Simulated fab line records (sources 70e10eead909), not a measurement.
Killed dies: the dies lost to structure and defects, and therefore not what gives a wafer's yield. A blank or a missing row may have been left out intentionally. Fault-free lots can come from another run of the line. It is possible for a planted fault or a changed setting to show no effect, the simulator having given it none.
fab line records	flow nandHarc
record: lots: 5	wafers: 15	lastDay: 24
route steps=1159 shown THIN_TSV@1136 END@1158
lots that met no fault: taken from a fault-free run of the same line
startH: the number of hours between the record's first day and the start of the first shown wafer of the lot	waitH: hours from the lot's prior step to this one	" unchanged from the row above	L1.1+2: a row that stands for several wafers	- value missing, or start not given	* or withheld: withheld	< > ~ a bound
route shown NAME@n: names a module that has steps shown in the file, with the first one's number in the route	usual: mean/standard deviation taken from wafers without a fault	same: alike in all rows	chamber/n: place in a boat	sites: the reading at each site	_std_site: standard deviation of those values	_edge_site: mean of outer sites minus mean of inner sites	radiusMm: for every site, how far away it sits from the centre of the wafer	mask NAME#n: copy n	behind: tool/chamber where the wafer was last shaped	hold: reason for holding the lot/hours on hold/outcome of the hold	device: transistor that didn't switch, given as n, p or np	end of line: tests of these same wafers at the route's end	where a step has no rows: the recipe by itself	killed: dies that structure and defects cost at the first sort, which is not the same as the wafer's yield	map: per-die view of a wafer (x killed, . not killed, _ where there is no die)
set.NAME: the setting that was run; set.NAME@STEP: the one run at that earlier step	model.NAME: the simulator's own value behind a step, which no gauge read
certain route steps with their lots: each step a table, each wafer a row
services: when a tool's chamber went out of use (startH, in hours from the record's first day, below 0 if earlier), for how many hours, and the reason
== steps ==
step: NHARC_THIN_TSV_DEGAS_53
recipe: tempC: 300	timeS: 60
usual: heaterPowerW: 485/57
lot.wafer	tool	chamber	startH	waitH	heaterPowerW
L079.2	pvdSputter-02	-	447.00	0.1	416
L079.3	"	-	"	"	507
L079.5	"	-	"	"	416
L081.1	pvdSputter-02	-	473.03	0.1	512
L081.6	"	-	"	"	522
L081.5	"	-	"	"	427
L084.2	pvdSputter-02	-	507.24	0.1	422
L084.4	"	-	"	"	408
L084.3	"	-	"	"	511
L092.3	pvdSputter-02	-	544.29	0.1	506
L092.2	"	-	"	"	429
L092.6	"	-	"	"	513
L091.1	pvdSputter-03	-	545.25	0.1	527
L091.2	"	-	"	"	466
L091.6	"	-	"	"	525
step: NHARC_THIN_TSV_PRE_CLEAN_54
recipe: timeS: 30	tempC: 280	gas: H2/He
usual: heaterPowerW: 427/52
lot.wafer	tool	chamber	startH	waitH	heaterPowerW
L079.3	pvdSputter-02	-	447.08	0.0	380
L079.2	"	-	"	"	437
L079.5	"	-	"	"	374
L081.1	pvdSputter-02	-	473.09	0.1	455
L081.6	"	-	"	"	371
L081.5	"	-	"	"	357
L084.4	pvdSputter-02	-	507.30	0.0	355
L084.3	"	-	"	"	452
L084.2	"	-	"	"	455
L092.3	pvdSputter-02	-	544.38	0.1	446
L092.2	"	-	"	"	380
L092.6	"	-	"	"	450
L091.2	pvdSputter-03	-	545.32	0.0	365
L091.1	"	-	"	"	471
L091.6	"	-	"	"	353
step: NHARC_THIN_TSV_PVD_55
recipe: targetThkA: 500	material: TiN
lot.wafer	tool	chamber	startH	waitH
L079.2+3+5	pvdSputter-02	-	447.15	0.0
L081.1+5+6	pvdSputter-02	-	473.19	0.1
L084.3+2+4	pvdSputter-02	-	507.38	0.1
L092.2+3+6	pvdSputter-02	-	544.44	0.0
L091.1+2+6	pvdSputter-03	-	545.44	0.1
step: NHARC_THIN_TSV_PVD_24
recipe: targetThkA: 8000	powerW: withheld	chamberPressurePa: withheld	substrateTempC: withheld	timeS: withheld	gas: Ar	material: Al
lot.wafer	tool	chamber	startH	waitH
L079.2+3+5	pvdSputter-02	-	447.30	0.1
L081.1+6+5	pvdSputter-02	-	473.41	0.2
L084.4+3+2	pvdSputter-02	-	507.53	0.1
L092.3+2+6	pvdSputter-02	-	544.71	0.2
L091.1+2+6	pvdSputter-03	-	545.60	0.1
step: NHARC_THIN_TSV_DEHYDRATE_25
recipe: tempC: 150	timeS: 120
usual: resistLineTempC: 23.00/0.11
lot.wafer	tool	chamber	startH	waitH	resistLineTempC
L079.2	lithoTrack-07	0	447.72	-	22.96
L079.3	"	0	"	"	22.97
L079.5	"	0	"	"	23.10
L081.1	lithoTrack-05	0	473.74	-	22.98
L081.5	"	0	"	"	23.09
L081.6	"	0	"	"	23.17
L084.2	lithoTrack-02	0	507.95	-	23.05
L084.3	"	0	"	"	23.03
L084.4	"	0	"	"	22.97
L092.2	lithoTrack-02	0	545.01	-	22.95
L092.3	"	0	"	"	23.10
L092.6	"	0	"	"	23.06
L091.1	lithoTrack-05	0	545.97	-	22.91
L091.2	"	0	"	"	22.88
L091.6	"	0	"	"	22.86
step: NHARC_THIN_TSV_HMDS_26
recipe: timeS: 30
usual: resistLineTempC: 23.01/0.13
lot.wafer	tool	chamber	startH	waitH	resistLineTempC
L079.2	lithoTrack-07	0	-	-	22.83
L079.3	"	0	"	"	22.85
L079.5	"	0	"	"	22.80
L081.1	lithoTrack-05	0	-	-	23.10
L081.5	"	0	"	"	23.20
L081.6	"	0	"	"	23.07
L084.2	lithoTrack-02	0	-	-	22.98
L084.3	"	0	"	"	23.07
L084.4	"	0	"	"	22.97
L092.2	lithoTrack-02	0	-	-	23.04
L092.3	"	0	"	"	23.00
L092.6	"	0	"	"	23.14
L091.1	lithoTrack-05	0	-	-	22.88
L091.2	"	0	"	"	23.02
L091.6	"	0	"	"	23.13
step: NHARC_THIN_TSV_COAT_27
recipe: spinRpm: *
usual: resistLineTempC: 23.00/0.11
lot.wafer	tool	chamber	startH	waitH	resistLineTempC
L079.2	lithoTrack-07	0	-	-	23.02
L079.3	"	0	"	"	23.13
L079.5	"	0	"	"	22.93
L081.1	lithoTrack-05	0	-	-	23.09
L081.5	"	0	"	"	23.01
L081.6	"	0	"	"	22.97
L084.2	lithoTrack-02	0	-	-	23.02
L084.3	"	0	"	"	22.97
L084.4	"	0	"	"	23.07
L092.2	lithoTrack-02	0	-	-	22.99
L092.3	"	0	"	"	22.96
L092.6	"	0	"	"	22.90
L091.1	lithoTrack-05	0	-	-	23.00
L091.2	"	0	"	"	23.01
L091.6	"	0	"	"	23.02
step: NHARC_THIN_TSV_SOFTBAKE_28
recipe: tempC: 122	timeS: 95
usual: resistLineTempC: 23.02/0.098
lot.wafer	tool	chamber	startH	waitH	resistLineTempC
L079.2	lithoTrack-07	0	-	-	23.05
L079.3	"	0	"	"	23.03
L079.5	"	0	"	"	23.24
L081.1	lithoTrack-05	0	-	-	22.98
L081.5	"	0	"	"	23.02
L081.6	"	0	"	"	23.25
L084.2	lithoTrack-02	0	-	-	22.94
L084.3	"	0	"	"	23.06
L084.4	"	0	"	"	22.85
L092.2	lithoTrack-02	0	-	-	22.94
L092.3	"	0	"	"	22.92
L092.6	"	0	"	"	22.90
L091.1	lithoTrack-05	0	-	-	23.19
L091.2	"	0	"	"	23.05
L091.6	"	0	"	"	23.04
step: NHARC_THIN_TSV_EBR_29
usual: resistLineTempC: 23.01/0.087
lot.wafer	tool	chamber	startH	waitH	resistLineTempC
L079.2	lithoTrack-07	0	-	-	23.02
L079.3	"	0	"	"	23.25
L079.5	"	0	"	"	23.05
L081.1	lithoTrack-05	0	-	-	23.03
L081.5	"	0	"	"	22.98
L081.6	"	0	"	"	22.92
L084.2	lithoTrack-02	0	-	-	22.97
L084.3	"	0	"	"	22.95
L084.4	"	0	"	"	23.10
L092.2	lithoTrack-02	0	-	-	23.04
L092.3	"	0	"	"	23.03
L092.6	"	0	"	"	22.90
L091.1	lithoTrack-05	0	-	-	23.14
L091.2	"	0	"	"	23.13
L091.6	"	0	"	"	22.93
step: NHARC_THIN_TSV_EXPOSE_30
recipe: na: 0.55	doseMj: 11.47	maskId: PAD
usual: stageVelMmS: 500.00/0.27
lot.wafer	tool	chamber	startH	waitH	mask	stageVelMmS
L079.2	krfScanner-03	0	447.99	-	PAD#0	499.96
L079.3	"	0	"	"	PAD#0	499.91
L079.5	"	0	"	"	PAD#0	499.58
L081.1	krfScanner-01	0	474.01	-	PAD#0	499.30
L081.5	"	0	"	"	PAD#0	499.44
L081.6	"	0	"	"	PAD#0	499.70
L084.2	krfScanner-03	0	508.10	-	PAD#0	499.59
L084.3	"	0	"	"	PAD#0	500.05
L084.4	"	0	"	"	PAD#0	499.94
L092.2	krfScanner-03	0	545.29	-	PAD#0	500.33
L092.3	"	0	"	"	PAD#0	499.96
L092.6	"	0	"	"	PAD#0	500.04
L091.1	krfScanner-01	0	546.24	-	PAD#0	499.83
L091.2	"	0	"	"	PAD#0	499.99
L091.6	"	0	"	"	PAD#0	500.19
step: NHARC_THIN_TSV_PEB_31
recipe: pebTempC: 118	pebTimeS: 85
usual: resistLineTempC: 23.02/0.098
lot.wafer	tool	chamber	startH	waitH	resistLineTempC
L079.2	lithoTrack-07	0	448.06	0.1	22.97
L079.3	"	0	"	"	22.94
L079.5	"	0	"	"	23.06
L081.1	lithoTrack-05	0	474.07	0.1	22.96
L081.5	"	0	"	"	22.93
L081.6	"	0	"	"	22.89
L084.2	lithoTrack-07	0	508.16	0.1	22.98
L084.3	"	0	"	"	22.86
L084.4	"	0	"	"	23.00
L092.2	lithoTrack-02	0	545.35	0.1	23.12
L092.3	"	0	"	"	22.86
L092.6	"	0	"	"	22.94
L091.1	lithoTrack-05	0	546.30	0.1	23.09
L091.2	"	0	"	"	23.10
L091.6	"	0	"	"	22.82
step: NHARC_THIN_TSV_DEVELOP_32
recipe: timeS: 70
usual: resistLineTempC: 23.00/0.11
lot.wafer	tool	chamber	startH	waitH	resistLineTempC
L079.2	lithoTrack-07	0	-	-	23.12
L079.3	"	0	"	"	22.99
L079.5	"	0	"	"	23.13
L081.1	lithoTrack-05	0	-	-	23.01
L081.5	"	0	"	"	22.83
L081.6	"	0	"	"	22.90
L084.2	lithoTrack-07	0	-	-	22.89
L084.3	"	0	"	"	23.06
L084.4	"	0	"	"	23.00
L092.2	lithoTrack-02	0	-	-	23.17
L092.3	"	0	"	"	23.02
L092.6	"	0	"	"	23.08
L091.1	lithoTrack-05	0	-	-	23.21
L091.2	"	0	"	"	23.02
L091.6	"	0	"	"	23.25
step: NHARC_THIN_TSV_CD_MEAS_33
recipe: targetCdNm: 5000	landingEnergyEv: 500
usual: cdNm: 4999.6/1.9
lot.wafer	tool	chamber	startH	waitH	cdNm
L079.2	cdSem-01	0	448.15	-	5001.1
L079.3	"	0	"	"	4999.9
L079.5	"	0	"	"	5001.5
L081.1	cdSem-01	0	474.17	-	5000.7
L081.5	"	0	"	"	5000.0
L081.6	"	0	"	"	4999.3
L084.2	cdSem-01	0	508.26	-	4999.4
L084.3	"	0	"	"	4997.5
L084.4	"	0	"	"	4999.5
L092.2	cdSem-02	0	545.44	-	4997.7
L092.3	"	0	"	"	4998.2
L092.6	"	0	"	"	5001.0
L091.1	cdSem-03	0	546.39	-	5000.6
L091.2	"	0	"	"	4997.5
L091.6	"	0	"	"	4998.7
step: NHARC_THIN_TSV_HARDBAKE_34
recipe: tempC: 125	timeS: 80
usual: resistLineTempC: 22.97/0.095
lot.wafer	tool	chamber	startH	waitH	resistLineTempC
L079.2	lithoTrack-05	0	448.23	-	22.94
L079.3	"	0	"	"	22.89
L079.5	"	0	"	"	22.78
L081.1	lithoTrack-05	0	474.26	-	22.83
L081.5	"	0	"	"	22.95
L081.6	"	0	"	"	22.89
L084.2	lithoTrack-07	0	508.34	-	22.96
L084.3	"	0	"	"	23.06
L084.4	"	0	"	"	23.03
L092.2	lithoTrack-05	0	545.52	-	23.08
L092.3	"	0	"	"	23.01
L092.6	"	0	"	"	23.08
L091.1	lithoTrack-07	0	546.47	-	22.84
L091.2	"	0	"	"	22.89
L091.6	"	0	"	"	22.72
step: NHARC_THIN_TSV_DESCUM_35
recipe: timeS: 3	o2FlowSccm: 200	arFlowSccm: 0	biasPowerW: 0	chemistry: O2
usual: drypumpMotorCurrentA: 5.7/0.43	oesProductAu: 0.999/0.011	rfVppV: 57.8/0.97	showerheadPlenumPTorr: 1.94/0.1	throttleValvePct: 11.311/0.0086
lot.wafer	tool	chamber	startH	waitH	drypumpMotorCurrentA	oesProductAu	rfHoursCounterH	rfVppV	showerheadPlenumPTorr	throttleValvePct
L079.3	rieDiel-09	2	448.32	-	6.0	0.971	1	58.3	2.05	11.312
L079.2	"	3	"	"	5.7	1.000	1	57.9	2.06	11.333
L079.5	"	2	"	"	6.0	0.978	-	57.5	2.05	11.324
L081.1	rieDiel-10	3	474.37	-	6.0	0.998	12	59.2	2.04	11.306
L081.6	"	1	"	"	4.9	1.009	-	56.7	1.92	11.303
L081.5	"	2	"	"	5.7	1.008	-	58.8	1.87	11.302
L084.2	rieDiel-06	1	508.41	-	5.6	1.008	5	56.8	1.81	11.318
L084.3	"	2	"	"	5.8	1.005	6	59.9	2.02	11.318
L084.4	"	3	"	"	5.7	0.987	5	57.9	1.96	11.322
L092.3	rieDiel-09	1	545.61	-	6.0	1.015	6	57.5	2.00	11.309
L092.2	"	2	"	"	6.0	0.989	5	57.1	2.05	11.303
L092.6	"	1	"	"	6.0	1.008	-	58.3	2.00	11.323
L091.1	rieDiel-09	0	546.57	-	6.2	1.018	5	59.9	1.80	11.302
L091.2	"	1	"	"	6.0	1.010	6	58.2	2.00	11.309
L091.6	"	3	"	"	5.7	1.000	-	58.5	2.06	11.321
step: NHARC_THIN_TSV_ETCH_59
recipe: targetDepthA: 8800	icpW: 900	biasW: 100	Cl2_flow_sccm: 60	bcl3FlowSccm: 30	timeS: 138.1	chemistry: Cl2/BCl3
usual: drypumpMotorCurrentA: 6.2/0.31	mfcCl2Sccm: 59.97/0.18	oesProductAu: 0.996/0.0077	throttleValvePct: 22.265/0.0095
lot.wafer	tool	chamber	startH	waitH	drypumpMotorCurrentA	mfcCl2Sccm	oesProductAu	rfHoursCounterH	throttleValvePct
L079.2	rieMetal-03	0	448.43	0.1	5.8	60.06	0.986	4.9	22.272
L079.3	"	1	"	"	5.9	59.51	0.993	-	22.269
L079.5	"	1	"	"	5.9	59.74	0.996	-	22.278
L081.1	rieMetal-02	0	474.51	0.1	6.4	59.81	1.001	2.2	22.263
L081.6	"	1	"	"	6.7	60.03	0.994	-	22.272
L081.5	"	0	"	"	6.4	59.54	0.998	-	22.269
L084.2	rieMetal-02	1	508.54	0.1	6.7	60.03	0.998	3.0	22.273
L084.4	"	1	"	"	6.7	60.03	0.999	-	22.260
L084.3	"	0	"	"	6.4	59.80	0.990	-	22.275
L092.2	rieMetal-01	1	545.72	0.1	6.1	60.26	1.006	0.9	22.258
L092.3	"	0	"	"	6.0	59.56	1.006	-	22.265
L092.6	"	1	"	"	6.2	60.21	0.997	-	22.276
L091.2	rieMetal-03	0	546.68	0.1	5.8	60.03	1.009	1.8	22.262
L091.1	"	1	"	"	5.9	59.57	1.001	2.6	22.250
L091.6	"	1	"	"	5.8	59.89	0.989	-	22.256
step: NHARC_THIN_TSV_ETCH_36
recipe: targetDepthA: 650	overEtchFrac: 0.3	timeS: 18.571	ionEnergyEv: 150	chemistry: Cl2/BCl3
usual: drypumpMotorCurrentA: 6.2/0.31	oesProductAu: 0.995/0.0068
lot.wafer	tool	chamber	startH	waitH	drypumpMotorCurrentA	oesProductAu	rfHoursCounterH
L079.2	rieMetal-03	1	448.69	0.2	5.9	0.990	5.0
L079.3	"	0	"	"	5.8	1.001	-
L079.5	"	0	"	"	5.8	0.996	-
L081.1	rieMetal-02	0	474.73	0.2	6.4	1.004	2.3
L081.5	"	1	"	"	6.7	0.994	-
L081.6	"	0	"	"	6.4	0.993	-
L084.2	rieMetal-02	1	508.81	0.2	6.7	0.986	3.1
L084.3	"	0	"	"	6.4	0.990	-
L084.4	"	1	"	"	6.7	0.998	-
L092.2	rieMetal-01	0	545.99	0.2	6.0	0.998	1.0
L092.3	"	1	"	"	6.2	0.997	-
L092.6	"	0	"	"	6.0	0.980	-
L091.1	rieMetal-03	1	546.94	0.2	5.8	0.994	2.7
L091.2	"	0	"	"	5.8	1.006	1.9
L091.6	"	0	"	"	5.8	1.004	-
step: NHARC_THIN_TSV_STRIP_56
recipe: powerW: 1500	tempC: 250	chemistry: O2
usual: drypumpMotorCurrentA: 5.66/0.26	heaterPowerW: 323/38	rfReflPowerW: 16/8.9
lot.wafer	tool	chamber	startH	waitH	drypumpMotorCurrentA	heaterPowerW	rfHoursCounterH	rfReflPowerW
L079.2	plasmaAsher-01	0	448.85	0.2	5.69	302	63	9
L079.3	"	1	"	"	5.42	317	-	14
L079.5	"	0	"	"	5.72	306	-	9
L081.1	plasmaAsher-02	1	475.09	0.4	6.23	326	39	38
L081.6	"	1	"	"	6.23	313	-	37
L081.5	"	0	"	"	5.58	423	-	15
L084.2	plasmaAsher-01	0	508.95	0.1	5.72	303	13	8
L084.4	"	1	"	"	5.41	307	-	14
L084.3	"	0	"	"	5.71	304	-	9
L092.2	plasmaAsher-01	1	547.12	1.1	5.40	306	30	13
L092.3	"	1	"	"	5.42	302	-	14
L092.6	"	1	"	"	5.40	304	-	13
L091.2	plasmaAsher-01	1	547.49	0.5	5.43	301	30	14
L091.1	"	0	"	"	5.71	301	30	9
L091.6	"	1	"	"	5.44	308	-	14
step: NHARC_THIN_TSV_STRIP_57
recipe: timeS: 1200	tempC: 72.5	chemistry: postEtchResidueRemover
lot.wafer	tool	chamber	startH	waitH
L079.5+2+3	wetBench-08	5,7,1	449.17	0.1
L081.1+5+6	wetBench-10	7,2,3	475.44	0.3
L084.2+3+4	wetBench-10	0,1,3	509.26	0.3
L092.6+2+3	wetBench-10	2,3,7	547.42	0.1
L091.6+2+1	wetBench-08	7,0,3	547.85	0.1
step: NHARC_THIN_TSV_CD_MEAS_37
usual: cdNm: 4999.1/2.8
lot.wafer	tool	chamber	startH	waitH	cdNm
L079.2	cdSem-02	-	449.60	-	5000.2
L079.3	"	-	"	"	4998.5
L079.5	"	-	"	"	5005.2
L081.1	cdSem-03	-	475.89	-	4996.8
L081.5	"	-	"	"	4999.2
L081.6	"	-	"	"	5002.0
L084.2	cdSem-02	-	509.70	-	4998.1
L084.3	"	-	"	"	4995.2
L084.4	"	-	"	"	4998.4
L092.2	cdSem-02	-	547.87	-	4996.3
L092.3	"	-	"	"	4995.7
L092.6	"	-	"	"	5002.1
L091.1	cdSem-02	-	548.28	-	4997.1
L091.2	"	-	"	"	4997.3
L091.6	"	-	"	"	4999.3
step: NHARC_THIN_TSV_ANNEAL_58
recipe: tempC: 400	timeS: 1800
usual: spikeTcTopC: 428.3/2.4	spikeTcUpperC: 399.3/1.4
lot.wafer	tool	chamber	startH	waitH	spikeTcTopC	spikeTcUpperC
L079.2	furnace-02	0	451.55	1.9	424.1	398.3
L079.3	"	0	"	"	425.6	398.5
L079.5	"	0	"	"	424.9	398.6
L081.1	furnace-02	0	477.04	1.2	423.8	398.6
L081.5	"	0	"	"	425.0	400.5
L081.6	"	0	"	"	425.4	397.9
L084.2	furnace-06	0	513.67	4.0	429.0	403.1
L084.3	"	0	"	"	430.5	400.6
L084.4	"	0	"	"	427.6	400.8
L091.1	furnace-06	0	549.25	1.0	426.8	399.5
L091.2	"	0	"	"	427.7	400.3
L091.6	"	0	"	"	428.6	399.7
L092.2	furnace-06	0	549.25	1.4	428.2	399.7
L092.3	"	0	"	"	430.3	399.4
L092.6	"	0	"	"	429.9	398.0
step: NHARC_THIN_TSV_INSPECT_40
usual: rawDefectCount: 468/74
lot.wafer	tool	chamber	startH	waitH	rawDefectCount
L079.2	defectInspect-02	-	452.99	0.4	461
L079.3	"	-	"	"	411
L079.5	"	-	"	"	366
L081.1	defectInspect-02	-	478.48	0.4	521
L081.5	"	-	"	"	443
L081.6	"	-	"	"	376
L084.2	defectInspect-02	-	515.12	0.4	390
L084.3	"	-	"	"	460
L084.4	"	-	"	"	369
L092.2	defectInspect-02	-	550.69	0.4	448
L092.3	"	-	"	"	415
L092.6	"	-	"	"	346
L091.1	defectInspect-01	-	550.70	0.4	507
L091.2	"	-	"	"	710
L091.6	"	-	"	"	446
step: NHARC_END_WLT_00
usual: VT_DECK1_BOTTOM: 0.872/0.0062	VT_DECK1_BOTTOM_INNER: 0.872/0.0064	VT_DECK1_MEDIAN_NEAR_BOTTOM: 0.873/0.0062	VT_DECK1_MEDIAN_NEAR_BOTTOM_INNER: 0.873/0.0065	VT_DECK1_MIDDLE: 0.885/0.0063	VT_DECK1_MIDDLE_INNER: 0.886/0.0059	VT_DECK1_TOP: 0.897/0.0056	VT_DECK1_TOP_INNER: 0.897/0.006
lot.wafer	tool	chamber	startH	waitH	VT_DECK1_BOTTOM	VT_DECK1_BOTTOM_INNER	VT_DECK1_MEDIAN_NEAR_BOTTOM	VT_DECK1_MEDIAN_NEAR_BOTTOM_INNER	VT_DECK1_MIDDLE	VT_DECK1_MIDDLE_INNER	VT_DECK1_TOP	VT_DECK1_TOP_INNER
L079.2	prober-01	-	485.53	32.5	0.864	0.880	0.877	0.867	0.880	0.886	0.896	0.884
L079.3	"	-	"	"	0.864	0.870	0.873	0.870	0.880	0.884	0.892	0.891
L079.5	"	-	"	"	0.865	0.863	0.873	0.873	0.880	0.880	0.898	0.890
L081.1	prober-02	-	496.61	18.1	0.868	0.863	0.870	0.853	0.877	0.880	0.891	0.894
L081.5	"	-	498.66	20.2	0.860	0.864	0.866	0.867	0.872	0.873	0.893	0.892
L081.6	"	-	"	"	0.867	0.865	0.865	0.872	0.885	0.884	0.896	0.894
L084.2	prober-01	-	515.67	0.5	0.863	0.868	0.866	0.867	0.880	0.883	0.900	0.897
L084.3	"	-	"	"	0.873	0.889	0.880	0.882	0.892	0.893	0.898	0.895
L084.4	"	-	"	"	0.867	0.862	0.871	0.867	0.887	0.881	0.892	0.893
L091.1	prober-01	-	551.41	0.7	0.876	0.877	0.879	0.876	0.891	0.898	0.898	0.903
L091.2	"	-	"	"	0.876	0.876	0.873	0.870	0.889	0.896	0.900	0.911
L091.6	"	-	553.94	3.2	0.881	0.890	0.883	0.886	0.888	0.891	0.894	0.900
L092.2	prober-02	-	559.03	8.3	0.869	0.866	0.870	0.873	0.876	0.886	0.901	0.894
L092.3	"	-	"	"	0.866	0.867	0.870	0.866	0.883	0.887	0.892	0.894
L092.6	"	-	561.03	10.3	0.870	0.879	0.869	0.871	0.880	0.888	0.902	0.900
== services ==
tool	chamber	startH	hours	kind
wetBench-10	-	423.20	8.0	pm
rieDiel-06	1	423.40	5.0	repair
krfScanner-01	-	428.00	4.0	pm
rieDiel-09	-	431.36	9.0	pm
rieDiel-06	3	435.49	3.0	repair
pvdSputter-02	-	436.22	5.5	repair
krfScanner-03	-	443.15	3.8	repair
rieMetal-03	-	453.00	9.0	pm
plasmaAsher-01	-	453.60	9.0	pm
pvdSputter-03	-	458.07	10.0	pm
krfScanner-03	-	458.72	0.5	repair
rieDiel-10	1	459.71	2.5	repair
rieDiel-06	1	459.81	8.5	repair
rieDiel-09	0	460.45	2.6	repair
rieMetal-01	-	509.00	9.0	pm
rieDiel-10	3	510.96	4.1	repair
krfScanner-03	-	512.00	4.0	pm
lithoTrack-02	-	515.02	7.0	pm
krfScanner-03	-	519.87	0.6	repair
krfScanner-01	-	531.54	0.7	repair
rieMetal-03	0	537.52	8.0	repair
lithoTrack-07	-	539.00	7.0	pm
rieDiel-09	2	539.05	4.9	repair
rieDiel-09	0	548.50	2.8	repair
== key ==
fault none
